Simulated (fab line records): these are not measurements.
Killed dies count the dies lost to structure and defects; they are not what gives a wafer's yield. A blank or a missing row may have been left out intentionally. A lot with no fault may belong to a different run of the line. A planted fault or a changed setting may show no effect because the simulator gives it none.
The same fault as seen by 2 desks ; flow nand harc ; every desk sees just its own numbers, and what lay behind them comes last

== THE DEFECT DESK ==
Inspection counts along the route, by lot: the mean over sampled wafers that carry a number. A lot is out of limits, marked OUT, if its mean lies more than 4 standard deviations from the usual mean; the brackets give that distance.
Columns: A = raw defect count at NHARC_A_BLC_INSPECT_28, usual 505
lot;first seen here;A
L103;day 23 00:18;418
L102;day 23 03:27;503
L112;day 26 06:35;464
L114;day 27 13:33;458
L116;day 28 08:05;842
L115;day 28 10:16;446
L119;day 29 12:23;429
L120;day 29 14:11;582
L118;day 29 16:02;525
L121;day 30 06:11;588
L122;day 31 11:46;347
L124;day 31 17:58;615
L125;day 32 20:53;554
This desk's verdict: no lot among the 13 shows anything out of limits.

== AT THE TOOL OWNER'S DESK: ald metal-04 ==
The tool's own readings at NHARC_A_BLC_ALD_23 (deposits TiN, target thk 3 nm, pulse time 1 s, ald cycles 150): means of the sampled wafers that have a number, for each lot that ran on this tool. A lot is out of limits, marked OUT, if its mean lies more than 4 standard deviations from the usual mean; the brackets give that distance.
Columns: A = heater power w at NHARC_A_BLC_ALD_23, usual 1048 W; B = precursor pulse height rel at NHARC_A_BLC_ALD_23, usual 1.003
lot;first seen here;A;B
L103;day 22 23:13;989;1.020
L102;day 23 02:21;991;0.992
L112;day 26 05:28;1013;1.017
L119;day 29 11:16;1061;0.996
L118;day 29 14:52;1038;1.012
L122;day 31 10:35;1079;1.017
L124;day 31 16:47;1027;0.977
This desk's verdict: no lot among the 7 shows anything out of limits.

== TAKEN TOGETHER ==
Nothing the defect desk looked at was out of limits.
Nothing out of limits was seen by the tool owner's desk.

== WHAT THE SIMULATOR HAD PUT IN ==
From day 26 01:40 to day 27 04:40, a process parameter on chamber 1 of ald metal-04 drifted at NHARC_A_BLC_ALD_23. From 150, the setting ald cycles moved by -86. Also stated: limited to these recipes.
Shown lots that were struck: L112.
